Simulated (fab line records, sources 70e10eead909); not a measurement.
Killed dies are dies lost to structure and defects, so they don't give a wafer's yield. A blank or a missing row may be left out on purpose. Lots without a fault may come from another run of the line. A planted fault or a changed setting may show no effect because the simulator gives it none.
fab line records | flow nand_harc
record lots=24 wafers=72 last_day=25
route steps=1159 shown A_CHANNEL_FILL_D1@494 A_STAIRCASE@555
lots that met no fault: from a run of the same line without faults
start_h: hours from the record's first day to the start of the lot's first wafer shown | wait_h: hours since the lot's step before | " the same as in the row above | L1.1+2: a row that stands for several wafers | - no value, or no start given | * or withheld: withheld | < > ~ a bound
route shown NAME@n: a module of which the file shows steps, and the number in the route of the first | usual: mean/standard deviation of fault-free wafers | same: alike in all rows | chamber/n: place in a boat | sites: the reading at each site | _std_site: their standard deviation | _edge_site: outer sites' mean less inner sites' | radius_mm: how far each site lies from the wafer's centre | mask NAME#n: copy n | behind: the tool/chamber that last shaped the wafer | hold: why the lot was held/for how many hours/how that ended | device: the transistor (n, p or np) that didn't switch | end of line: the same wafers' tests at the end of the route | a step without rows: its recipe alone | killed: dies lost to structure and defects at the first sort, not the wafer's yield | map: a wafer's dies, x killed, . not, _ none there
set.NAME: the setting as run; set.NAME@STEP: as run at that earlier step | model.NAME: the simulator's own value behind a step, which no gauge read
steps of the route over a sample of lots; a table a step, a row a wafer
services: from which hour (start_h, from the record's first day; less than 0 if before it) a tool's chamber was out of use, for how many hours, and why
## steps
# step NHARC_A_CHANNEL_FILL_D1_ALD_14
# recipe target_thk_a=25 pulse_time_s=10 ald_cycles=25 temp_c=300 material=SiO2
# usual heater_power_w=473/26 precursor_pulse_height_rel=0.999/0.021
# columns lot.wafer tool chamber start_h wait_h heater_power_w precursor_pulse_height_rel
L075.4 ald_hk-03 3 198.60 0.0 473 0.954
L075.1 " 0 " " 485 0.975
L075.6 " 0 " " 499 0.970
L074.1 ald_hk-04 2 198.68 0.1 506 0.971
L074.2 " 3 " " 458 1.007
L074.5 " 0 " " 511 1.017
L076.3 ald_hk-03 2 204.54 0.1 468 1.037
L076.4 " 3 " " 489 1.006
L076.5 " 1 " " 439 1.002
L077.4 ald_hk-01 2 204.56 0.2 477 0.982
L077.5 " 3 " " 480 1.027
L077.6 " 0 " " 418 0.993
L078.4 ald_hk-03 0 212.45 0.1 490 0.993
L078.1 " 1 " " 434 1.000
L078.3 " 2 " " 471 1.022
L079.4 ald_hk-04 2 212.46 0.1 522 0.989
L079.1 " 3 " " 456 1.014
L079.5 " 1 " " 465 0.994
L080.3 ald_hk-04 3 224.57 0.1 458 1.006
L080.1 " 0 " " 513 0.961
L080.4 " 1 " " 454 0.988
L081.1 ald_hk-03 3 224.59 0.1 471 1.011
L081.3 " 1 " " 440 0.955
L081.6 " 0 " " 486 1.005
L083.1 ald_hk-03 0 244.09 0.1 488 0.968
L083.2 " 1 " " 436 0.991
L083.4 " 2 " " 473 0.992
L082.1 ald_hk-03 3 244.35 0.3 485 0.979
L082.4 " 0 " " 488 0.996
L082.2 " 1 " " 428 1.000
L084.4 ald_hk-03 1 248.03 0.2 417 1.020
L084.6 " 2 " " 482 0.986
L084.5 " 3 " " 487 1.001
L085.4 ald_hk-03 3 248.14 0.3 475 1.019
L085.1 " 1 " " 435 0.988
L085.5 " 0 " " 478 1.041
L088.1 ald_hk-03 1 263.63 0.0 432 0.989
L088.3 " 0 " " 490 1.002
L088.5 " 2 " " 471 1.032
L086.1 ald_hk-03 3 263.85 0.3 480 1.000
L086.3 " 1 " " 428 0.965
L086.5 " 3 " " 487 1.045
L087.1 ald_hk-03 1 267.85 0.2 430 0.970
L087.5 " 2 " " 466 1.006
L087.6 " 3 " " 478 0.975
L090.3 ald_hk-04 2 288.40 0.0 531 0.990
L090.1 " 1 " " 465 1.032
L090.6 " 3 " " 458 0.988
L089.1 ald_hk-01 1 288.43 0.1 460 1.017
L089.2 " 2 " " 492 1.009
L089.6 " 1 " " 455 0.992
L091.4 ald_hk-03 0 296.03 3.1 495 1.018
L091.5 " 0 " " 476 1.010
L091.6 " 1 " " 429 1.012
L092.1 ald_hk-01 0 296.08 3.1 442 0.962
L092.3 " 1 " " 454 1.016
L092.2 " 3 " " 446 0.970
L093.3 ald_hk-01 0 299.55 2.8 460 0.977
L093.2 " 3 " " 447 0.984
L093.6 " 1 " " 454 1.018
L094.2 ald_hk-04 1 306.84 0.1 460 1.000
L094.4 " 2 " " 515 1.022
L094.5 " 0 " " 520 1.003
L097.3 ald_hk-01 1 316.03 0.0 434 0.995
L097.4 " 2 " " 489 0.974
L097.6 " 1 " " 460 1.021
L095.3 ald_hk-03 3 316.14 0.2 481 1.008
L095.5 " 0 " " 494 1.007
L095.6 " 1 " " 434 0.992
L096.3 ald_hk-04 2 320.35 0.0 525 0.997
L096.2 " 3 " " 472 0.995
L096.1 " 1 " " 464 0.976
# step NHARC_A_CHANNEL_FILL_D1_STRIP_28
# recipe time_s=20 o2_flow_sccm=500 ar_flow_sccm=0 bias_w=0 chemistry=O2
# usual drypump_motor_current_A=5.9/0.51 oes_product_au=0.999/0.012 rf_vpp_V=57.7/1 showerhead_plenum_p_Torr=3.50/0.15 throttle_valve_pct=17.035/0.0088
# same bias_w=0
# columns lot.wafer tool chamber start_h wait_h drypump_motor_current_A oes_product_au rf_hours_counter_h rf_vpp_V showerhead_plenum_p_Torr throttle_valve_pct
L074.2 rie_diel-05 2 217.09 0.1 6.3 1.014 1 57.7 3.37 17.025
L074.1 " 1 " " 5.5 0.994 1 57.2 3.36 17.026
L074.5 " 2 " " 6.3 1.026 - 57.7 3.37 17.041
L075.1 rie_diel-06 0 217.10 0.1 5.9 0.982 5 56.8 3.60 17.030
L075.4 " 3 " " 6.5 1.002 5 56.6 3.35 17.031
L075.6 " 0 " " 5.8 0.982 - 58.7 3.60 17.039
L077.4 rie_diel-04 2 221.66 0.1 5.7 0.999 22 57.6 3.43 17.039
L077.5 " 2 " " 5.7 1.011 - 57.7 3.43 17.037
L077.6 " 3 " " 6.5 0.999 - 58.9 3.68 17.036
L076.3 rie_diel-06 2 221.66 0.1 6.5 0.999 6 58.0 3.38 17.017
L076.4 " 0 " " 5.8 0.982 5 58.1 3.60 17.046
L076.5 " 2 " " 6.6 0.985 - 56.7 3.38 17.025
L079.1 rie_diel-04 1 230.09 0.1 5.7 0.991 24 57.7 3.63 17.035
L079.4 " 2 " " 5.8 1.000 23 56.2 3.43 17.021
L079.5 " 0 " " 4.8 0.997 - 56.9 3.34 17.029
L078.1 rie_diel-05 3 230.11 0.1 5.1 0.990 2 61.4 3.76 17.012
L078.3 " 1 " " 5.5 0.988 1 55.5 3.36 17.035
L078.4 " 0 " " 5.9 1.020 - 57.1 3.59 17.037
L080.3 rie_diel-05 2 244.80 0.1 6.3 1.005 2 56.9 3.37 17.040
L080.4 " 3 " " 5.1 0.997 2 57.2 3.76 17.026
L080.1 " 0 " " 5.9 1.004 2 58.2 3.59 17.052
L081.1 rie_diel-04 1 244.83 0.1 5.7 0.993 27 57.0 3.62 17.028
L081.3 " 0 " " 4.8 1.003 24 57.5 3.34 17.037
L081.6 " 2 " " 5.8 0.990 - 58.6 3.43 17.036
L083.1 rie_diel-04 1 261.77 0.1 5.7 1.000 32 57.4 3.62 17.037
L083.4 " 3 " " 6.5 0.998 32 58.3 3.67 17.039
L083.2 " 0 " " 4.8 1.010 29 58.2 3.34 17.036
L082.1 rie_diel-05 2 261.77 0.1 6.2 1.002 2 56.7 3.37 17.047
L082.4 " 0 " " 5.9 1.006 2 58.5 3.59 17.036
L082.2 " 1 " " 5.5 0.983 2 57.0 3.36 17.044
L084.4 rie_diel-04 1 264.93 0.1 5.7 0.993 32 57.0 3.62 17.042
L084.6 " 1 " " 5.7 0.990 - 58.6 3.62 17.042
L084.5 " 2 " " 5.7 1.002 - 57.4 3.43 17.015
L085.4 rie_diel-05 2 264.93 0.1 6.3 1.008 2 56.6 3.37 17.047
L085.1 " 0 " " 5.9 1.013 2 58.7 3.59 17.015
L085.5 " 1 " " 5.5 0.988 - 57.0 3.36 17.026
L086.3 rie_diel-05 3 280.62 0.1 5.1 1.010 3 58.9 3.76 17.047
L086.1 " 0 " " 5.9 1.007 3 57.7 3.59 17.029
L086.5 " 2 " " 6.3 1.017 - 58.3 3.37 17.032
L088.3 rie_diel-05 1 280.66 0.1 5.5 0.986 3 56.8 3.36 17.023
L088.1 " 2 " " 6.3 1.020 3 56.8 3.37 17.046
L088.5 " 1 " " 5.5 0.983 - 57.3 3.36 17.028
L087.1 rie_diel-05 3 284.97 0.1 5.1 1.000 3 58.9 3.76 17.034
L087.5 " 2 " " 6.3 1.011 - 56.9 3.37 17.043
L087.6 " 3 " " 5.1 1.007 - 59.3 3.76 17.027
L089.1 rie_diel-06 0 308.58 0.1 5.9 0.987 2 58.2 3.60 17.023
L089.2 " 1 " " 6.4 0.991 2 56.6 3.49 17.042
L089.6 " 1 " " 6.3 0.981 - 58.2 3.49 17.039
L090.3 rie_diel-05 1 308.59 0.1 5.5 0.976 3 58.1 3.36 17.037
L090.1 " 2 " " 6.3 1.021 3 57.2 3.37 17.027
L090.6 " 3 " " 5.1 0.994 - 59.9 3.76 17.046
L092.2 rie_diel-06 0 313.01 0.1 5.9 0.995 2 57.5 3.60 17.038
L092.3 " 2 " " 6.5 1.017 2 58.9 3.38 17.041
L092.1 " 3 " " 6.5 0.988 2 56.7 3.35 17.025
L091.4 rie_diel-05 3 313.02 0.1 5.1 1.010 3 58.1 3.76 17.041
L091.6 " 1 " " 5.5 0.976 - 56.3 3.36 17.041
L091.5 " 2 " " 6.3 1.014 - 56.4 3.37 17.049
L093.3 rie_diel-06 3 317.04 0.1 6.5 0.976 2 57.8 3.35 17.041
L093.2 " 1 " " 6.3 0.982 2 57.2 3.49 17.044
L093.6 " 3 " " 6.5 0.984 - 57.8 3.35 17.016
L094.2 rie_diel-05 1 324.86 0.1 5.5 0.989 3 58.1 3.36 17.041
L094.4 " 2 " " 6.3 1.018 3 57.6 3.37 17.027
L094.5 " 1 " " 5.5 0.983 - 57.3 3.36 17.040
L095.3 rie_diel-05 2 333.17 0.1 6.3 1.015 4 57.8 3.37 17.031
L095.6 " 0 " " 5.9 1.000 - 58.4 3.59 17.050
L095.5 " 1 " " 5.5 0.999 - 55.8 3.36 17.048
L097.4 rie_diel-04 0 333.35 0.3 4.9 0.998 7 56.6 3.33 17.027
L097.3 " 2 " " 5.8 1.006 7 59.1 3.42 17.057
L097.6 " 3 " " 6.5 0.993 - 58.8 3.67 17.036
L096.3 rie_diel-06 1 341.57 0.1 6.4 0.997 4 57.1 3.49 17.038
L096.2 " 3 " " 6.5 1.008 3 56.3 3.35 17.038
L096.1 " 0 " " 5.9 1.010 3 58.3 3.60 17.028
# step NHARC_A_CHANNEL_FILL_D1_CMP_10
# recipe target_thk_nm=150
# usual motor_current_A=12.2/1.2 time_to_endpoint_s=14.7/2.5
# columns lot.wafer tool chamber start_h wait_h motor_current_A time_to_endpoint_s
L074.1 cmp-01 3 240.35 0.4 9.6 15.7
L074.2 " 0 " " 12.6 17.2
L074.5 " 3 " " 9.6 17.3
L075.1 cmp-04 0 240.35 0.4 11.6 17.0
L075.4 " 3 " " 13.8 16.1
L075.6 " 1 " " 13.2 12.8
L076.3 cmp-03 1 244.68 0.4 13.1 13.2
L076.4 " 2 " " 11.4 12.8
L076.5 " 0 " " 11.6 16.8
L077.4 cmp-04 1 244.70 0.4 13.5 10.2
L077.5 " 2 " " 12.4 12.3
L077.6 " 3 " " 13.4 12.0
L079.1 cmp-03 1 253.25 0.4 12.9 15.8
L079.4 " 2 " " 12.0 15.2
L079.5 " 3 " " 14.3 19.9
L078.1 cmp-04 3 253.26 0.4 14.0 12.5
L078.4 " 1 " " 13.4 9.1
L078.3 " 2 " " 11.9 15.1
L080.1 cmp-03 2 267.74 0.4 11.2 14.7
L080.3 " 0 " " 12.2 16.6
L080.4 " 1 " " 12.8 10.3
L081.1 cmp-01 0 267.77 0.4 12.1 18.8
L081.3 " 1 " " 11.5 9.7
L081.6 " 0 " " 12.9 16.2
L082.1 cmp-01 0 284.69 0.4 13.4 15.7
L082.2 " 2 " " 12.1 14.1
L082.4 " 3 " " 10.2 15.6
L083.2 cmp-03 0 284.77 0.4 11.9 13.7
L083.4 " 2 " " 11.7 15.2
L083.1 " 3 " " 14.1 17.3
L085.1 cmp-01 3 288.04 0.4 10.2 14.6
L085.4 " 2 " " 11.5 16.0
L085.5 " 0 " " 12.3 18.8
L084.4 cmp-03 1 288.12 0.4 12.8 14.0
L084.5 " 2 " " 10.8 18.6
L084.6 " 3 " " 13.2 16.2
L086.3 cmp-01 0 303.92 0.4 13.0 16.9
L086.1 " 1 " " 11.7 9.7
L086.5 " 3 " " 9.7 15.4
L088.1 cmp-03 0 303.92 0.4 11.6 18.3
L088.3 " 2 " " 11.7 16.9
L088.5 " 0 " " 11.6 20.0
L087.1 cmp-04 1 308.03 0.4 14.2 14.5
L087.5 " 2 " " 11.4 17.4
L087.6 " 3 " " 13.5 13.3
L090.1 cmp-01 3 333.51 0.4 10.0 16.3
L090.3 " 0 " " 12.5 17.9
L090.6 " 0 " " 13.3 19.1
L091.4 cmp-03 2 333.58 0.4 11.5 15.7
L091.6 " 3 " " 13.6 16.1
L091.5 " 0 " " 11.8 15.4
L089.1 cmp-03 1 337.16 0.4 12.6 15.6
L089.2 " 0 " " 11.5 16.3
L089.6 " 1 " " 12.8 12.7
L092.2 cmp-01 1 337.16 0.4 11.5 10.6
L092.1 " 3 " " 9.8 14.3
L092.3 " 0 " " 12.8 17.3
L093.3 cmp-01 0 341.52 0.4 12.8 16.6
L093.2 " 1 " " 11.1 9.2
L093.6 " 3 " " 10.2 11.1
L094.2 cmp-04 0 347.87 0.4 10.8 14.0
L094.4 " 2 " " 12.3 15.8
L094.5 " 0 " " 11.0 13.3
L097.4 cmp-01 2 356.26 0.4 12.6 12.4
L097.3 " 1 " " 11.9 11.0
L097.6 " 2 " " 12.5 15.5
L095.3 cmp-04 2 356.31 0.4 11.9 14.8
L095.5 " 0 " " 11.2 15.2
L095.6 " 1 " " 13.8 13.6
L096.1 cmp-03 2 364.62 0.4 12.1 16.0
L096.3 " 3 " " 14.2 15.1
L096.2 " 0 " " 11.7 16.9
# step NHARC_A_CHANNEL_FILL_D1_RTA_24
# recipe temp_c=1000 time_s=5
# usual lamp_power_pct=33.4/1.6 lamp_zone_1_pct=33.4/1.6 wafer_temp_C_max=1005.4/0.95
# columns lot.wafer tool chamber start_h wait_h lamp_power_pct lamp_zone_1_pct wafer_temp_C_max
L074.1 rtp_anneal-02 0 240.77 0.0 35.6 35.7 1004.5
L074.2 " 0 " " 35.6 35.6 1004.1
L074.5 " 0 " " 35.6 35.7 1005.6
L075.1 rtp_anneal-01 0 240.87 0.1 32.2 32.3 1005.2
L075.4 " 0 " " 32.3 32.3 1006.6
L075.6 " 0 " " 32.3 32.2 1005.5
L076.3 rtp_anneal-02 0 245.13 0.1 35.6 35.6 1004.4
L076.4 " 0 " " 35.6 35.7 1006.3
L076.5 " 0 " " 35.7 35.7 1003.6
L077.4 rtp_anneal-01 0 245.13 0.1 32.2 32.3 1004.5
L077.5 " 0 " " 32.3 32.3 1006.6
L077.6 " 0 " " 32.3 32.3 1004.6
L079.1 rtp_anneal-02 0 253.74 0.1 35.6 35.6 1006.0
L079.4 " 0 " " 35.6 35.7 1004.5
L079.5 " 0 " " 35.7 35.6 1005.6
L078.1 rtp_anneal-01 0 253.90 0.3 32.3 32.3 1005.2
L078.3 " 0 " " 32.3 32.2 1005.0
L078.4 " 0 " " 32.3 32.3 1004.1
L081.1 rtp_anneal-01 0 268.16 0.0 32.3 32.2 1004.4
L081.3 " 0 " " 32.3 32.3 1006.2
L081.6 " 0 " " 32.3 32.2 1007.0
L080.1 rtp_anneal-01 0 268.33 0.2 32.3 32.3 1006.3
L080.3 " 0 " " 32.3 32.3 1006.6
L080.4 " 0 " " 32.3 32.3 1004.9
L082.1 rtp_anneal-02 0 285.11 0.0 35.6 35.6 1006.1
L082.2 " 0 " " 35.6 35.7 1005.0
L082.4 " 0 " " 35.6 35.6 1005.7
L083.1 rtp_anneal-01 0 285.19 0.0 32.3 32.3 1007.8
L083.2 " 0 " " 32.3 32.3 1005.3
L083.4 " 0 " " 32.3 32.3 1005.6
L085.1 rtp_anneal-01 0 288.46 0.0 32.2 32.3 1004.7
L085.4 " 0 " " 32.2 32.2 1005.1
L085.5 " 0 " " 32.2 32.3 1006.0
L084.4 rtp_anneal-02 0 288.57 0.1 35.6 35.6 1005.3
L084.5 " 0 " " 35.6 35.7 1004.5
L084.6 " 0 " " 35.6 35.7 1004.6
L086.1 rtp_anneal-01 0 304.31 0.0 32.2 32.2 1003.6
L086.3 " 0 " " 32.3 32.2 1004.3
L086.5 " 0 " " 32.2 32.3 1005.1
L088.1 rtp_anneal-01 0 304.48 0.2 32.3 32.3 1004.6
L088.3 " 0 " " 32.2 32.3 1005.3
L088.5 " 0 " " 32.2 32.3 1006.6
L087.1 rtp_anneal-01 0 308.38 0.0 32.3 32.3 1006.7
L087.5 " 0 " " 32.2 32.3 1006.6
L087.6 " 0 " " 32.3 32.2 1005.1
L090.1 rtp_anneal-02 0 333.92 0.0 35.6 35.7 1007.4
L090.3 " 0 " " 35.6 35.6 1005.3
L090.6 " 0 " " 35.7 35.7 1004.4
L091.4 rtp_anneal-01 0 334.14 0.3 32.3 32.2 1005.7
L091.5 " 0 " " 32.3 32.3 1005.3
L091.6 " 0 " " 32.2 32.3 1004.2
L089.1 rtp_anneal-01 0 337.59 0.1 32.3 32.2 1004.2
L089.2 " 0 " " 32.3 32.2 1006.4
L089.6 " 0 " " 32.3 32.3 1003.6
L092.1 rtp_anneal-01 0 337.76 0.2 32.3 32.3 1005.2
L092.2 " 0 " " 32.3 32.3 1006.5
L092.3 " 0 " " 32.3 32.3 1004.6
L093.2 rtp_anneal-02 0 341.92 0.1 35.6 35.7 1005.1
L093.3 " 0 " " 35.6 35.6 1004.5
L093.6 " 0 " " 35.7 35.6 1006.3
L094.2 rtp_anneal-01 0 348.32 0.1 32.3 32.2 1005.7
L094.4 " 0 " " 32.3 32.3 1005.1
L094.5 " 0 " " 32.3 32.3 1006.0
L095.3 rtp_anneal-01 0 356.73 0.1 32.2 32.3 1005.8
L095.5 " 0 " " 32.3 32.2 1005.5
L095.6 " 0 " " 32.3 32.2 1006.4
L097.3 rtp_anneal-02 0 356.75 0.1 35.6 35.7 1005.0
L097.4 " 0 " " 35.6 35.6 1004.6
L097.6 " 0 " " 35.6 35.6 1005.0
L096.1 rtp_anneal-01 0 365.01 0.0 32.3 32.2 1007.0
L096.2 " 0 " " 32.3 32.2 1004.8
L096.3 " 0 " " 32.3 32.3 1005.2
# step NHARC_A_STAIRCASE_ETCH_19
# recipe target_depth_a=1000 time_s=40.5 ion_energy_ev=400 c4f8_flow_sccm=20 o2_flow_sccm=10 ar_flow_sccm=withheld rf_w=600 bias_w=1000 chemistry=C4F8/O2
# usual bias_w=1000.4/2.7 oes_product_au=0.947/0.013 rf_vpp_V=896/5.1
# columns lot.wafer tool chamber start_h wait_h bias_w oes_product_au rf_hours_counter_h rf_vpp_V
L075.4 rie_diel-07 1 - - 999.0 0.969 2 900
L075.1 " 2 " " 994.8 0.958 2 897
L075.6 " 3 " " 1003.9 0.964 - 902
L074.1 rie_diel-01 3 - - 996.6 0.911 30 889
L074.2 " 1 " " 999.0 0.935 31 891
L074.5 " 0 " " 1000.4 0.935 - 897
L077.4 rie_diel-07 0 - - 998.3 0.932 4 903
L077.6 " 2 " " 999.9 0.959 - 897
L077.5 " 3 " " 998.3 0.947 - 903
L076.4 rie_diel-07 1 - - 999.6 0.973 4 899
L076.3 " 3 " " 997.3 0.969 4 903
L076.5 " 1 " " 998.4 0.981 - 898
L079.4 rie_diel-07 0 - - 998.8 0.942 9 899
L079.1 " 1 " " 1002.2 0.973 8 900
L079.5 " 3 " " 998.8 0.941 - 902
L078.1 rie_diel-02 0 - - 1001.9 0.942 37 893
L078.4 " 1 " " 1001.6 0.946 37 896
L078.3 " 2 " " 998.7 0.932 36 897
L081.3 rie_diel-07 1 - - 998.1 0.976 14 899
L081.1 " 3 " " 1000.1 0.951 13 902
L081.6 " 2 " " 996.8 0.964 - 896
L080.3 rie_diel-02 3 - - 1005.3 0.945 32 894
L080.1 " 0 " " 1002.6 0.939 40 892
L080.4 " 1 " " 1001.4 0.953 41 896
L082.2 rie_diel-07 2 - - 999.8 0.948 18 896
L082.1 " 3 " " 998.4 0.959 19 900
L082.4 " 0 " " 1003.0 0.957 19 900
L083.2 rie_diel-02 3 - - 1000.1 0.923 37 895
L083.1 " 0 " " 997.2 0.939 45 892
L083.4 " 2 " " 995.0 0.948 46 897
L085.4 rie_diel-07 2 - - 999.5 0.941 21 896
L085.1 " 0 " " 1004.7 0.951 23 900
L085.5 " 1 " " 999.8 0.947 - 899
L084.4 rie_diel-02 3 - - 999.3 0.940 41 894
L084.6 " 1 " " 1001.7 0.938 - 896
L084.5 " 2 " " 1001.6 0.957 - 897
L086.3 rie_diel-01 2 - - 1003.2 0.948 62 887
L086.1 " 0 " " 1002.9 0.963 60 896
L086.5 " 2 " " 1004.5 0.935 - 887
L088.3 rie_diel-02 0 - - 998.9 0.956 52 890
L088.1 " 1 " " 1001.9 0.949 52 895
L088.5 " 2 " " 998.5 0.950 - 897
L087.1 rie_diel-07 3 - - 1000.3 0.948 29 902
L087.5 " 3 " " 996.9 0.941 - 901
L087.6 " 0 " " 997.4 0.940 - 901
L091.4 rie_diel-02 1 - - 999.8 0.964 0 896
L091.5 " 3 " " 998.3 0.935 - 894
L091.6 " 0 " " 1001.4 0.941 - 890
L090.1 rie_diel-01 0 - - 1001.7 0.956 4 898
L090.3 " 3 " " 1001.7 0.948 5 890
L090.6 " 0 " " 1003.0 0.954 - 896
L089.2 rie_diel-01 2 - - 1001.9 0.964 7 906
L089.1 " 3 " " 1001.2 0.951 6 888
L089.6 " 0 " " 998.6 0.950 - 897
L092.1 rie_diel-01 2 - - 1003.3 0.954 7 907
L092.3 " 0 " " 1006.2 0.940 6 896
L092.2 " 1 " " 1003.6 0.936 7 887
L093.3 rie_diel-01 2 - - 996.0 0.968 8 905
L093.2 " 1 " " 998.5 0.953 8 888
L093.6 " 3 " " 999.7 0.949 - 889
L094.2 rie_diel-01 2 - - 998.3 0.950 11 908
L094.4 " 3 " " 999.1 0.943 11 890
L094.5 " 3 " " 1002.5 0.939 - 889
L097.4 rie_diel-01 2 - - 1001.4 0.971 14 905
L097.3 " 3 " " 1001.7 0.952 16 888
L097.6 " 1 " " 1002.8 0.961 - 889
L095.3 rie_diel-07 3 - - 999.9 0.951 47 900
L095.5 " 3 " " 998.0 0.947 - 903
L095.6 " 0 " " 1002.8 0.946 - 899
L096.2 rie_diel-02 3 - - 999.3 0.928 12 896
L096.1 " 0 " " 999.8 0.932 15 889
L096.3 " 2 " " 998.9 0.909 13 897
# step NHARC_A_STAIRCASE_DESCUM_186
# recipe time_s=3 o2_flow_sccm=200 ar_flow_sccm=0 bias_power_w=0 chemistry=O2
# usual drypump_motor_current_A=5.76/0.26 oes_product_au=1.006/0.012 rf_vpp_V=57.7/0.92 showerhead_plenum_p_Torr=1.89/0.088 throttle_valve_pct=11.310/0.0086
# same bias_power_w=0
# columns lot.wafer tool chamber start_h wait_h drypump_motor_current_A oes_product_au rf_hours_counter_h rf_vpp_V showerhead_plenum_p_Torr throttle_valve_pct
L075.1 rie_diel-07 0 247.65 - 5.52 1.006 3 59.1 1.99 11.321
L075.4 " 1 " " 5.62 1.043 2 56.0 1.96 11.319
L075.6 " 3 " " 6.19 1.023 - 58.2 2.02 11.311
L074.2 rie_diel-02 2 248.23 - 5.74 0.998 31 57.0 1.94 11.316
L074.1 " 3 " " 5.24 0.996 23 56.9 1.89 11.294
L074.5 " 1 " " 6.17 1.004 - 58.5 1.90 11.328
L076.3 rie_diel-01 1 252.28 - 5.35 1.008 33 56.5 1.80 11.317
L076.4 " 3 " " 5.95 0.996 34 57.8 1.81 11.301
L076.5 " 1 " " 5.36 1.006 - 57.7 1.80 11.312
L077.4 rie_diel-07 1 253.50 - 5.66 1.035 6 59.0 1.96 11.318
L077.5 " 3 " " 6.18 1.025 - 59.5 2.02 11.304
L077.6 " 0 " " 5.52 1.009 - 58.6 1.99 11.302
L079.1 rie_diel-02 0 262.49 - 5.98 1.002 37 57.1 1.84 11.305
L079.4 " 1 " " 6.18 1.006 37 57.5 1.90 11.318
L079.5 " 0 " " 5.98 1.013 - 58.4 1.84 11.318
L078.1 rie_diel-01 2 263.11 - 5.72 0.999 45 57.6 1.77 11.314
L078.4 " 3 " " 5.94 0.986 40 54.7 1.81 11.318
L078.3 " 1 " " 5.37 1.004 38 58.3 1.80 11.308
L081.3 rie_diel-01 0 275.41 - 5.66 1.019 48 57.6 1.93 11.327
L081.1 " 1 " " 5.35 1.012 42 58.3 1.80 11.320
L081.6 " 3 " " 5.94 0.997 - 57.8 1.81 11.320
L080.1 rie_diel-07 3 275.69 - 6.18 1.007 14 58.3 2.01 11.310
L080.4 " 0 " " 5.51 1.004 15 59.8 1.98 11.314
L080.3 " 1 " " 5.71 1.028 14 57.8 1.96 11.304
L083.2 rie_diel-01 0 294.41 - 5.66 1.025 54 57.4 1.93 11.316
L083.4 " 1 " " 5.37 1.012 49 57.3 1.80 11.306
L083.1 " 2 " " 5.71 1.012 57 57.2 1.76 11.316
L082.1 rie_diel-01 3 295.05 - 5.95 0.992 49 59.9 1.81 11.312
L082.4 " 1 " " 5.37 1.004 49 58.8 1.80 11.310
L082.2 " 2 " " 5.72 1.014 57 57.8 1.76 11.306
L085.1 rie_diel-01 2 297.51 - 5.69 1.012 59 57.5 1.76 11.298
L085.4 " 3 " " 5.94 0.990 51 57.4 1.80 11.308
L085.5 " 2 " " 5.70 1.000 - 58.9 1.76 11.312
L084.4 rie_diel-07 1 298.12 - 5.63 1.014 23 58.0 1.96 11.324
L084.5 " 0 " " 5.54 1.009 - 58.8 1.98 11.318
L084.6 " 1 " " 5.67 1.012 - 57.9 1.96 11.306
L086.1 rie_diel-01 1 311.27 - 5.36 0.993 56 55.9 1.80 11.307
L086.3 " 0 " " 5.66 1.008 61 56.4 1.92 11.304
L086.5 " 2 " " 5.72 1.002 - 57.3 1.76 11.324
L088.3 rie_diel-01 0 313.91 - 5.66 1.012 62 57.3 1.92 11.307
L088.1 " 1 " " 5.38 0.998 56 57.2 1.80 11.325
L088.5 " 0 " " 5.65 1.012 - 58.7 1.92 11.298
L087.1 rie_diel-07 0 315.80 - 5.51 0.991 30 58.0 1.98 11.317
L087.6 " 0 " " 5.51 0.992 - 59.0 1.98 11.312
L087.5 " 1 " " 5.67 1.006 - 58.0 1.95 11.309
L090.3 rie_diel-02 0 341.42 - 6.01 0.994 3 57.4 1.83 11.322
L090.1 " 2 " " 5.75 0.988 2 57.8 1.93 11.311
L090.6 " 0 " " 5.99 0.998 - 57.8 1.83 11.312
L091.4 rie_diel-07 1 342.89 - 5.64 1.019 40 58.9 1.95 11.297
L091.5 " 3 " " 6.18 1.004 - 56.4 2.00 11.312
L091.6 " 0 " " 5.53 1.010 - 57.4 1.97 11.313
L089.1 rie_diel-02 2 344.42 - 5.76 0.973 3 57.2 1.93 11.325
L089.2 " 0 " " 6.04 0.983 5 56.7 1.83 11.313
L089.6 " 3 " " 5.27 0.981 - 57.4 1.88 11.315
L092.2 rie_diel-01 2 346.05 - 5.70 1.015 8 58.9 2.07 11.317
L092.3 " 3 " " 5.94 1.006 7 55.9 1.80 11.326
L092.1 " 0 " " 5.68 0.990 7 57.2 1.92 11.320
L093.2 rie_diel-01 3 348.65 - 5.96 0.998 8 56.0 1.80 11.320
L093.3 " 2 " " 5.70 1.018 9 57.8 2.07 11.307
L093.6 " 3 " " 5.96 0.996 - 57.9 1.80 11.316
L094.2 rie_diel-07 1 357.90 - 5.65 1.027 46 58.1 1.95 11.308
L094.4 " 3 " " 6.19 1.009 - 57.9 2.00 11.313
L094.5 " 1 " " 5.64 1.036 - 58.6 1.95 11.327
L097.3 rie_diel-01 3 365.98 - 5.98 1.014 17 57.4 1.80 11.307
L097.4 " 0 " " 5.67 0.998 18 57.4 1.92 11.314
L097.6 " 3 " " 5.95 1.006 - 57.4 1.80 11.307
L095.3 rie_diel-01 3 366.35 - 5.91 1.014 17 57.7 1.80 11.305
L095.6 " 2 " " 5.72 1.010 - 57.8 2.07 11.316
L095.5 " 3 " " 5.92 1.006 - 56.5 1.80 11.303
L096.1 rie_diel-07 2 372.21 - 5.90 1.006 50 56.7 1.90 11.291
L096.2 " 0 " " 5.52 1.006 47 57.9 1.97 11.311
L096.3 " 1 " " 5.70 1.020 50 57.6 1.95 11.310
## services
# columns tool chamber start_h hours kind
rie_diel-04 0 177.00 7.6 repair
cmp-01 - 179.50 4.0 pm
rie_diel-01 1 179.86 7.3 repair
ald_hk-04 - 187.88 10.0 pm
rie_diel-02 1 193.72 2.0 repair
rie_diel-02 3 196.56 13.3 repair
cmp-04 - 203.11 4.0 pm
rie_diel-01 1 215.95 7.9 repair
rie_diel-01 3 219.31 15.7 repair
rie_diel-05 2 227.71 5.5 repair
rie_diel-07 - 228.20 9.0 pm
rie_diel-05 0 253.44 1.8 repair
cmp-03 - 254.93 4.0 pm
cmp-01 - 277.50 4.0 pm
rie_diel-01 3 288.44 4.6 repair
rie_diel-05 2 290.13 3.5 repair
rie_diel-02 - 297.41 0.8 repair
rtp_anneal-02 - 300.00 12.0 pm
rie_diel-02 - 327.99 9.0 pm
rie_diel-05 - 328.11 0.8 repair
ald_hk-03 - 329.21 0.7 repair
rie_diel-05 - 340.60 9.0 pm
rie_diel-07 0 347.99 10.7 repair
cmp-03 - 352.93 4.0 pm
## key
fault none
